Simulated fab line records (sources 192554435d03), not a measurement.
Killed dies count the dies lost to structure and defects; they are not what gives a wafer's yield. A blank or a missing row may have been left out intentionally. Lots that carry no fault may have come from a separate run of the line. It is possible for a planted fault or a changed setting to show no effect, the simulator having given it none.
Comparing a struck lot with a sound one || flow n5 finfet || 41 steps out of a route of 1938
Sound: wafers L831.2, L831.4, L831.6. Wafers L845.1, L845.3, L845.6 were the ones struck. Last of all comes the cause.
Per side, at each step with rows, come the tool, then ch with its chambers, and then its first start. Under that, the readings that differ: sound wafers || struck wafers || difference of the means || sigmas: that difference in standard deviations of wafers without a fault.
alike: a reading whose means differ by less than 2 such deviations, as well as words and numbers matching on both sides. not compared: withheld readings; readings where some wafer has no value; bounds like >300 that might hide an equal value; numbers whose values overlap and for which the record gives no deviation.
A row with sigmas, a row that says differs or no value, or rows on one side alone: a step with any of these is where the two part. Numbers that have no deviation but don't overlap get no sigmas and don't part them. A reading that every wafer of one side lacks parts them only if that side has two wafers or more.

first, 1 step without rows for these wafers: N5_BEOL_M7_STRIP_80 (strips in N2/H2, time 10 s).
N5_BEOL_M7_OCD_MEAS_38:
  sound on ocd-01, day 10 09:20; struck on ocd-01, day 13 18:03
  alike: trench depth nm
then, 4 steps without rows for these wafers: N5_BEOL_M7_HM_STRIP_39 (strips TiN in peroxide tin strip, target depth 25 nm, time 158 s); N5_BEOL_M7_SRD_40 (time 30 s); N5_BEOL_M7_PRECLEAN_42 (cleans in residue remover, time 60 s); N5_BEOL_M7_SRD_43 (time 30 s).
N5_BEOL_M7_CD_MEAS_35 targets a cd of 40 nm.
  sound on cd sem-03, day 10 09:30; struck on cd sem-02, day 13 18:12
  alike: cd nm
N5_BEOL_M7_CURE_75: cures SiCOH lowk, time 120 s.
  sound on uv cure-02 ch 2, day 10 09:35; struck on uv cure-02 ch 0, day 13 18:14
  alike: lamp power pct, wafer_temp_C_max
N5_BEOL_M7_DEGAS_44: time 60 s.
  sound on pvd sputter-01, day 10 09:52; struck on pvd sputter-01, day 13 18:46
  alike: heater power w
N5_BEOL_M7_PRE_CLEAN_45: time 30 s.
  sound on pvd sputter-01, day 10 09:54; struck on pvd sputter-01, day 13 18:48
  alike: heater power w
then, 2 steps without rows for these wafers: N5_BEOL_M7_ALD_77 (deposits TaN, target thk 2 nm, pulse time 2 s, purge time 3 s); N5_BEOL_M7_SURFACE_TREAT_79.
N5_BEOL_M7_CVD_78: deposits Co from CCTBA/H2, target thk 2 nm, time 142.3 s.
  sound on cvd co-02 ch 0,2, day 10 10:23; struck on cvd co-02 ch 0,1, day 13 19:17
then, 2 steps without rows for these wafers: N5_BEOL_M7_SPUTTER_48 (material Cu, target thk 10 nm, time 1.667 s); N5_BEOL_M7_ECD_50 (material Cu, target thk 300 nm).
N5_BEOL_M7_ANNEAL_51: time 90 s.
  sound on rtp anneal-01 ch 0, day 10 11:58; struck on rtp anneal-01 ch 0, day 13 19:38
  alike: wafer_temp_C_max
then, 1 step without rows for these wafers: N5_BEOL_M7_CMP_52 (polishes, stops on SiCOH lowk, t overpolish 6.9 s, target thk 80 nm).
N5_BEOL_M7_THK_MEAS_53: measures by xrf.
  sound on film metro-01, day 10 12:31; struck on film metro-02, day 13 20:14
  alike: M7_THK
then, 1 step without rows for these wafers: N5_BEOL_M7_PRE_CLEAN_55 (time 15 s).
N5_BEOL_M7_DEP_56: deposits SiCN from 3MS/NH3, target thk 10 nm, time 17.5 s.
  sound on pecvd-02 ch 0,2, day 10 12:34; struck on pecvd-04 ch 0,1, day 13 20:19
  alike: showerhead plenum p Torr, throttle valve pct
N5_BEOL_M7_RS_MEAS_57: the measuring method here is four-point-probe.
  sound on film metro-01, day 10 12:38; struck on film metro-01, day 13 20:24
  alike: M7_RS
then, 2 steps without rows for these wafers: N5_BEOL_M8_ILD_DEP_00 (deposits SiCOH lowk from DEMS/porogen, target thk 179.75 nm, time 33.4 s); N5_BEOL_M8_CURE_74 (cures SiCOH lowk, time 240 s).
N5_BEOL_M8_THK_MEAS_01:
  sound on film metro-02, day 10 13:18; struck on film metro-01, day 13 21:02
  alike: M8_ILD_THK
then, 10 steps without rows for these wafers: N5_BEOL_M8_PECVD_70 (deposits SiO2 from TEOS/O2, target thk 20 nm, time 22.7 s); N5_BEOL_M8_HM_DEP_02 (deposits TiN, target thk 20 nm); N5_BEOL_M8_COAT_59 (time 60 s, resist thk 100 nm); N5_BEOL_M8_COAT_60 (time 60 s, resist thk 35 nm); N5_BEOL_M8_COAT_05 (resist thk 90 nm); N5_BEOL_M8_EBR_07; N5_BEOL_M8_SOFTBAKE_06 (time 60 s); N5_BEOL_M8_EXPOSE_08 (exposes mask M8); N5_BEOL_M8_PEB_09 (peb time 60 s); N5_BEOL_M8_DEVELOP_10 (develop time 30 s).
N5_BEOL_M8_CD_MEAS_11 targets a cd of 38.5 nm.
  sound on cd sem-01 ch 0, day 10 14:11; struck on cd sem-01 ch 0, day 13 23:29
  alike: cd nm
N5_BEOL_M8_OVL_MEAS_12:
  sound on overlay-01 ch 0, day 10 14:13; struck on overlay-02 ch 0, day 13 23:31
  alike: M8_OVL
then, 4 steps without rows for these wafers: N5_BEOL_M8_DESCUM_16 (chemistry O2, time 7.9 s); N5_BEOL_M8_ETCH_61 (etches SiARC in CF4, target depth 45.5 nm, time 75.8 s); N5_BEOL_M8_ETCH_62 (etches SOC in N2/H2, target depth 110 nm, overetch 22 nm, time 165 s); N5_BEOL_M8_STRIP_68 (strips in N2/H2).
-- the record jumps here: 3 days lie between the struck wafers' starts before and after (it left off in module BEOL_M8 and takes up again in module PASSIVATION, whose first step shown is number 1936 of the route) --
N5_PASSIVATION_PROBE_49:
  the record has rows for the struck wafers here (prober-01, day 16 16:49) and none for the sound ones

WHERE THEY PART
Within this record, at N5_PASSIVATION_PROBE_49 only.

WHY: what had been put in by the simulator
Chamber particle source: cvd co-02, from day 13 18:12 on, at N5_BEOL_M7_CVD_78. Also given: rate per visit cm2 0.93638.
